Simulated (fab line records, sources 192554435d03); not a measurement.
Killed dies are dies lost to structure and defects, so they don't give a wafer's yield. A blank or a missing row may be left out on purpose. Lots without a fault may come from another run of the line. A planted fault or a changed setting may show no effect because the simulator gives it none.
A struck lot beside a sound one | flow n5_finfet | 36 steps out of a route of 1938
Sound: wafers L975.1, L975.3, L975.4. Struck: wafer L985.5. (L985.2, L985.4 of the same lot were not struck and are left out.) The cause comes at the end.
At each step with rows: each side's tool, then ch and its chambers, then its first start. Under that, the readings that differ: sound wafers | struck wafers | difference of the means | sigmas: that difference in standard deviations of wafers without a fault.
alike: readings whose means differ by less than 2 such deviations, and words and numbers that are the same on both sides. not compared: withheld readings, readings that some wafer has no value for, bounds like >300 that may hide the same value, and numbers for which the record gives no deviation and whose values overlap.
The two part at a step that has a row with sigmas, a row that says differs or no value, or rows on one side only. Numbers that don't overlap but have no deviation are shown without sigmas and don't part them. A reading that every wafer of one side lacks parts them only if that side has two wafers or more.

first, 9 steps without rows for these wafers: N5_BEOL_M1_PEB_09 (peb time 60 s); N5_BEOL_M1_DEVELOP_10 (develop time 30 s); N5_BEOL_M1_DESCUM_16 (chemistry O2, time 7 s); N5_BEOL_M1_ETCH_74 (etches underlayer in N2/H2, target depth 6.5 nm, time 5.2 s); N5_BEOL_M1_ETCH_63 (etches SiARC in CF4, target depth 15.6 nm, time 26 s); N5_BEOL_M1_ETCH_64 (etches SOC in N2/H2, target depth 75 nm, overetch 15 nm, time 112.5 s); N5_BEOL_M1_STRIP_65 (strips in N2/H2); N5_BEOL_M1_STRIP_75 (strips in N2/H2); N5_BEOL_M1_STRIP_66 (strips in CF4).
N5_BEOL_M1_HM_OPEN_17: chemistry Cl2/BCl3, target TiN, target depth 20 nm, overetch 6 nm.
  sound on rie_metal-01 ch 0,1, day 6 07:50; struck on rie_metal-01 ch 0, day 8 17:58
  reading                                  | sound            | struck | difference | sigmas
  model.SOC_of_BEOL_M1_COAT_61.thk_nm (nm) | 52.4 52.4 52.2   | 54.4   | +2.1       |
  model.etch.depth_nm (nm)                 | 20.1 20.05 20.04 | 18.71  | -1.35      |
  alike: bias_w, drypump_motor_current_A, oes_product_au, throttle_valve_pct
  not compared: rf_hours_counter_h
then, 24 steps without rows for these wafers: N5_BEOL_M1_STRIP_19 (strips in O2); N5_BEOL_M1_COAT_67 (time 60 s, resist thk 60 nm); N5_BEOL_M1_COAT_68 (time 60 s, resist thk 12 nm); N5_BEOL_M1_COAT_76 (time 60 s, resist thk 5 nm); N5_BEOL_M1_COAT_22 (resist thk 30 nm); N5_BEOL_M1_EBR_24; N5_BEOL_M1_SOFTBAKE_23 (time 60 s); N5_BEOL_M1_EXPOSE_25 (exposes mask V0, defocus 5 nm, target cd 24 nm); N5_BEOL_M1_PEB_26 (peb time 60 s); N5_BEOL_M1_DEVELOP_27 (develop time 30 s); N5_BEOL_M1_DESCUM_33 (chemistry O2, time 7 s); N5_BEOL_M1_ETCH_77 (etches underlayer in N2/H2, target depth 6.5 nm, time 5.2 s); N5_BEOL_M1_ETCH_69 (etches SiARC in CF4, target depth 15.6 nm, time 26 s); N5_BEOL_M1_ALD_98 (deposits SiO2, target thk 2.5 nm, pulse time 1 s, co reactant pulse time 1 s); N5_BEOL_M1_ETCHBACK_99 (etches SiO2 in CHF3, target depth 5 nm, time 10.4 s); N5_BEOL_M1_ETCH_70 (etches SOC in N2/H2, target depth 80 nm, overetch 16 nm, time 120 s); N5_BEOL_M1_STRIP_71 (strips in N2/H2); N5_BEOL_M1_STRIP_78 (strips in N2/H2); N5_BEOL_M1_VIA_ETCH_34 (etches the open film in C4F6/O2, target depth 67.8 nm, time 64.4 s); N5_BEOL_M1_STRIP_83 (strips in C4F6/O2); N5_BEOL_M1_STRIP_36 (strips in N2/H2); N5_BEOL_M1_TRENCH_ETCH_37 (etches SiOC in C4F6/O2, target depth 55.207 nm, time 29 s); N5_BEOL_M1_ETCH_41 (etches SiCN in CH3F/O2, target depth 31.9 nm, time 57.8 s); N5_BEOL_M1_STRIP_97 (strips in N2/H2, time 10 s).
-- the record jumps here: 2 days lie between the struck wafers' starts before and after (it left off in module BEOL_M1 and takes up again in module BEOL_M4, whose first step shown is number 1111 of the route) --
N5_BEOL_M4_RC_MEAS_101:
  sound on prober-02 ch 0, day 8 18:53; struck on prober-01 ch 0, day 10 20:57
  reading        | sound          | struck | difference | sigmas
  IOFF_P (nA/um) | 0.23 0.33 0.26 | 0.19   | -0.08      | -2
  VT_N (mV)      | 249 244 248    | 253    | +6         | +2
  alike: DIBL_N, DIBL_P, IOFF_N, ION_N, ION_P, SS_N, SS_P, VT_P
-- the record jumps here: 4 days lie between the struck wafers' starts before and after (it left off in module BEOL_M4 and takes up again in module PASSIVATION, whose first step shown is number 1936 of the route) --
N5_PASSIVATION_PROBE_49:
  the record has rows for the struck wafers here (prober-02, day 15 06:07) and none for the sound ones

WHERE THEY PART
First at N5_BEOL_M4_RC_MEAS_101; last, within this record, at N5_PASSIVATION_PROBE_49.

WHY: what the simulator had put in
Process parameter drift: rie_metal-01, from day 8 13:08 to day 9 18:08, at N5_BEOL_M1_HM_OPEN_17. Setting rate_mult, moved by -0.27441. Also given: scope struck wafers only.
